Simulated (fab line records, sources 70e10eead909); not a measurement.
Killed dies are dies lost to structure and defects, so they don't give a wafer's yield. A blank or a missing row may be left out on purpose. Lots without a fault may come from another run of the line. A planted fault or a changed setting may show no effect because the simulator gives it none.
fab line records | flow nand_harc | part 2 of 2: steps 26 to 40 of 40
record lots=5 wafers=15 last_day=33
route steps=1302 shown P_ZERO_WELL@66 P_STI@69
lots that met no fault: from a run of the same line without faults
start_h: hours from the record's first day to the start of the lot's first wafer shown | wait_h: hours since the lot's step before | " the same as in the row above | L1.1+2: a row that stands for several wafers | - no value, or no start given | * or withheld: withheld | < > ~ a bound
route shown NAME@n: a module of which the file shows steps, and the number in the route of the first | usual: mean/standard deviation of fault-free wafers | same: alike in all rows | chamber/n: place in a boat | sites: the reading at each site | _std_site: their standard deviation | _edge_site: outer sites' mean less inner sites' | radius_mm: how far each site lies from the wafer's centre | mask NAME#n: copy n | behind: the tool/chamber that last shaped the wafer | hold: why the lot was held/for how many hours/how that ended | device: the transistor (n, p or np) that didn't switch | end of line: the same wafers' tests at the end of the route | a step without rows: its recipe alone | killed: dies lost to structure and defects at the first sort, not the wafer's yield | map: a wafer's dies, x killed, . not, _ none there
set.NAME: the setting as run; set.NAME@STEP: as run at that earlier step | model.NAME: the simulator's own value behind a step, which no gauge read
lots at some steps of the route; a table a step, a row a wafer
services: from which hour (start_h, from the record's first day; less than 0 if before it) a tool's chamber was out of use, for how many hours, and why
## steps
# step NHARC_P_STI_CD_MEAS_16
# usual cd_nm=199.1/1.9
# columns lot.wafer tool chamber start_h wait_h cd_nm
L076.2 cd_sem-02 - 63.79 - 197.4
L076.5 " - " " 196.2
L076.6 " - " " 196.9
L078.2 cd_sem-02 - 86.75 - 199.0
L078.3 " - " " 199.5
L078.5 " - " " 199.5
L090.2 cd_sem-02 - 207.00 - 201.3
L090.3 " - " " 198.7
L090.4 " - " " 200.7
L094.1 cd_sem-03 - 246.93 - 197.6
L094.2 " - " " 200.8
L094.3 " - " " 197.1
L096.4 cd_sem-02 - 265.66 - 203.1
L096.5 " - " " 200.4
L096.6 " - " " 198.8
# step NHARC_P_STI_OCD_MEAS_17
# usual trench_depth_nm=300.3/2.7 trench_foot_cd_nm=157.7/1.7
# columns lot.wafer tool chamber start_h wait_h trench_depth_nm trench_foot_cd_nm
L076.2 ocd-01 - 63.88 0.1 300.0 157.1
L076.5 " - " " 296.5 156.6
L076.6 " - " " 297.7 156.6
L078.2 ocd-01 - 86.83 0.1 303.1 157.7
L078.3 " - " " 298.2 158.8
L078.5 " - " " 303.1 158.9
L090.2 ocd-01 - 207.09 0.1 299.9 158.8
L090.3 " - " " 296.9 157.1
L090.4 " - " " 297.4 159.6
L094.1 ocd-01 - 247.02 0.1 300.6 156.0
L094.2 " - " " 296.8 159.6
L094.3 " - " " 298.2 156.3
L096.4 ocd-01 - 265.75 0.1 302.5 161.0
L096.5 " - " " 307.0 157.7
L096.6 " - " " 303.5 155.9
# step NHARC_P_STI_STRIP_19
# recipe time_s=900 temp_c=130 chemistry=SPM
# usual bath_heat_duty_pct=14.7/1.5
# same time_s=900
# columns lot.wafer tool chamber start_h wait_h bath_heat_duty_pct
L076.5 wet_bench-06 5 63.93 0.0 14.5
L076.2 " 7 " " 14.9
L076.6 " 0 " " 16.8
L078.2 wet_bench-01 3 86.90 0.1 13.7
L078.3 " 6 " " 12.6
L078.5 " 7 " " 14.1
L090.3 wet_bench-03 0 207.14 0.1 16.4
L090.4 " 1 " " 17.9
L090.2 " 3 " " 13.2
L094.1 wet_bench-06 4 247.08 0.1 14.5
L094.3 " 6 " " 15.7
L094.2 " 7 " " 14.0
L096.4 wet_bench-06 4 265.83 0.1 14.8
L096.5 " 5 " " 14.1
L096.6 " 6 " " 15.3
# step NHARC_P_STI_PRECLEAN_32
# recipe time_s=* temp_c=50 bath_age_min=0 chemistry=SC1
# usual bath_heat_duty_pct=7.0/0.85
# same time_s=*
# columns lot.wafer tool chamber start_h wait_h bath_heat_duty_pct
L076.5 wet_bench-06 5 - - 5.4
L076.2 " 7 " " 7.6
L076.6 " 0 " " 8.0
L078.2 wet_bench-01 3 - - 6.2
L078.3 " 6 " " 6.2
L078.5 " 7 " " 7.0
L090.3 wet_bench-03 0 - - 7.9
L090.4 " 1 " " 8.2
L090.2 " 3 " " 5.7
L094.1 wet_bench-06 4 - - 7.0
L094.3 " 6 " " 7.9
L094.2 " 7 " " 6.8
L096.4 wet_bench-06 4 - - 8.0
L096.5 " 5 " " 6.0
L096.6 " 6 " " 8.0
# step NHARC_P_STI_SRD_23
# columns lot.wafer tool chamber start_h wait_h
L076.5+2+6 wet_bench-06 5,7,0 - -
L078.2+3+5 wet_bench-01 3,6,7 - -
L090.3+4+2 wet_bench-03 0,1,3 - -
L094.1+3+2 wet_bench-06 4,6,7 - -
L096.4+5+6 wet_bench-06 4,5,6 - -
# step NHARC_P_STI_OCD_MEAS_43
# usual trench_depth_nm=300.3/2.6 trench_foot_cd_nm=157.7/1.7
# columns lot.wafer tool chamber start_h wait_h trench_depth_nm trench_foot_cd_nm
L076.2 ocd-02 - 64.38 - 300.0 156.6
L076.5 " - " " 296.0 156.7
L076.6 " - " " 297.7 156.8
L078.2 ocd-02 - 87.35 - 303.5 158.3
L078.3 " - " " 299.0 158.8
L078.5 " - " " 302.9 158.6
L090.2 ocd-02 - 207.60 - 299.2 159.2
L090.3 " - " " 296.7 157.3
L090.4 " - " " 297.1 159.5
L094.1 ocd-02 - 247.52 - 300.5 156.3
L094.2 " - " " 296.7 159.5
L094.3 " - " " 298.2 157.1
L096.4 ocd-02 - 266.27 - 302.2 160.7
L096.5 " - " " 306.8 157.9
L096.6 " - " " 304.8 155.8
# step NHARC_P_STI_OXIDE_33
# recipe target_thk_a=100 temp_c=1000 ox_time_s=281 material=SiO2
# columns lot.wafer tool chamber start_h wait_h
L076.2+5+6 furnace-02 0 68.07 3.7
L078.2+3+5 furnace-03 0 91.73 4.4
L090.2+3+4 furnace-02 0 211.29 3.7
L094.1+2+3 furnace-01 0 250.94 3.4
L096.4+5+6 furnace-02 0 272.26 6.0
# step NHARC_P_STI_HDPCVD_20
# recipe target_thk_a=withheld sigma_open_frac=withheld material=SiO2
# columns lot.wafer tool chamber start_h wait_h
L076.2+5+6 hdpcvd-01 1,0,1 72.83 0.5
L078.2+3+5 hdpcvd-01 1,1,0 96.53 0.5
L090.2+4+3 hdpcvd-01 1,1,0 215.92 0.4
L094.2+1+3 hdpcvd-01 0,1,1 255.65 0.4
L096.4+6+5 hdpcvd-01 0,1,0 277.16 0.6
# step NHARC_P_STI_ANNEAL_34
# recipe temp_c=1000 time_s=1800
# same time_s=1800
# columns lot.wafer tool chamber start_h wait_h
L076.2+5+6 furnace-03 0 78.42 5.5
L078.2+3+5 furnace-01 0 102.53 5.9
L090.2+3+4 furnace-02 0 221.42 5.4
L094.1+2+3 furnace-02 0 259.89 4.1
L096.4+5+6 furnace-02 0 281.16 3.9
# step NHARC_P_STI_CMP_21
# recipe t_overpolish_s=20 target_thk_nm=380.67
# usual motor_current_A=11.6/0.77 overpolish_run_s=19.999/0.0099
# columns lot.wafer tool chamber start_h wait_h motor_current_A overpolish_run_s
L076.2 cmp-02 1 83.33 0.4 11.8 20.000
L076.6 " 1 " " 11.6 19.982
L076.5 " 2 " " 10.9 19.987
L078.3 cmp-04 3 107.37 0.4 11.8 20.003
L078.2 " 1 " " 12.3 20.006
L078.5 " 3 " " 11.8 19.994
L090.4 cmp-02 0 226.28 0.4 12.8 19.993
L090.3 " 1 " " 11.0 19.993
L090.2 " 3 " " 11.0 20.000
L094.2 cmp-04 0 264.71 0.4 12.2 19.998
L094.3 " 1 " " 12.4 20.003
L094.1 " 2 " " 11.8 20.013
L096.4 cmp-04 0 286.02 0.4 12.0 19.995
L096.6 " 2 " " 12.3 19.993
L096.5 " 3 " " 12.2 20.019
# step NHARC_P_STI_SRD_35
# columns lot.wafer tool chamber start_h wait_h
L076.5+6+2 wet_bench-06 6,7,1 83.64 0.0
L078.3+5+2 wet_bench-06 2,5,6 107.67 0.0
L090.2+3+4 wet_bench-03 4,5,6 226.58 0.0
L094.1+2+3 wet_bench-01 6,1,3 264.99 0.0
L096.5+4+6 wet_bench-01 0,2,3 286.28 0.0
# step NHARC_P_STI_ETCH_36
# recipe target_depth_a=388 chemistry=dHF material=SiO2
# columns lot.wafer tool chamber start_h wait_h
L076.5+6+2 wet_bench-06 6,7,1 83.66 0.0
L078.3+5+2 wet_bench-06 2,5,6 107.70 0.0
L090.2+3+4 wet_bench-03 4,5,6 226.61 0.0
L094.1+2+3 wet_bench-01 6,1,3 265.01 0.0
L096.5+4+6 wet_bench-01 0,2,3 286.30 0.0
# step NHARC_P_STI_STRIP_24
# recipe temp_c=160 chemistry=H3PO4 material=Si3N4
# usual bath_heat_duty_pct=26.6/2.8
# columns lot.wafer tool chamber start_h wait_h bath_heat_duty_pct
L076.5 wet_bench-06 6 83.68 0.0 27.1
L076.6 " 7 " " 28.2
L076.2 " 1 " " 21.6
L078.3 wet_bench-06 2 107.71 0.0 27.0
L078.5 " 5 " " 25.3
L078.2 " 6 " " 30.3
L090.2 wet_bench-03 4 226.62 0.0 25.5
L090.3 " 5 " " 28.1
L090.4 " 6 " " 28.0
L094.1 wet_bench-01 6 265.03 0.0 21.0
L094.2 " 1 " " 25.2
L094.3 " 3 " " 24.5
L096.5 wet_bench-01 0 286.32 0.0 28.7
L096.4 " 2 " " 25.0
L096.6 " 3 " " 23.5
# step NHARC_P_STI_ETCH_37
# recipe target_depth_a=110 chemistry=dHF material=SiO2
# columns lot.wafer tool chamber start_h wait_h
L076.5+6+2 wet_bench-06 6,7,1 - -
L078.3+5+2 wet_bench-06 2,5,6 - -
L090.2+3+4 wet_bench-03 4,5,6 - -
L094.1+2+3 wet_bench-01 6,1,3 - -
L096.5+4+6 wet_bench-01 0,2,3 - -
# step NHARC_P_STI_PRECLEAN_38
# recipe time_s=* temp_c=50 bath_age_min=0 chemistry=SC1
# usual bath_heat_duty_pct=7.1/0.82
# same time_s=*
# columns lot.wafer tool chamber start_h wait_h bath_heat_duty_pct
L076.5 wet_bench-06 6 - - 7.2
L076.6 " 7 " " 7.2
L076.2 " 1 " " 6.5
L078.3 wet_bench-06 2 - - 7.3
L078.5 " 5 " " 5.9
L078.2 " 6 " " 6.8
L090.2 wet_bench-03 4 - - 7.1
L090.3 " 5 " " 8.3
L090.4 " 6 " " 7.2
L094.1 wet_bench-01 6 - - 5.4
L094.2 " 1 " " 6.6
L094.3 " 3 " " 6.8
L096.5 wet_bench-01 0 - - 7.3
L096.4 " 2 " " 5.9
L096.6 " 3 " " 6.6
## services
# columns tool chamber start_h hours kind
wet_bench-03 - 34.40 8.0 pm
litho_track-02 - 52.00 7.0 pm
rie_diel-08 2 71.66 1.5 repair
hdpcvd-01 - 89.54 1.0 repair
rie_diel-12 - 91.40 9.0 pm
litho_track-03 - 100.00 7.0 pm
wet_bench-01 - 101.60 8.0 pm
rie_diel-12 2 108.70 1.2 repair
rie_diel-08 2 117.13 12.2 repair
rie_diel-12 3 120.15 6.4 repair
litho_track-05 - 124.00 7.0 pm
rie_diel-08 3 146.87 3.2 repair
rie_diel-12 - 157.70 0.3 repair
rie_diel-08 - 190.80 9.0 pm
wet_bench-06 - 193.60 8.0 pm
wet_bench-03 - 210.40 8.0 pm
rie_diel-12 1 219.83 6.2 repair
litho_track-02 - 227.00 7.0 pm
rie_diel-12 2 231.31 7.1 repair
rie_diel-12 3 232.37 7.8 repair
rie_diel-12 1 237.71 3.6 repair
rie_diel-12 - 268.40 9.0 pm
litho_track-03 - 275.00 7.0 pm
wet_bench-01 - 277.60 8.0 pm
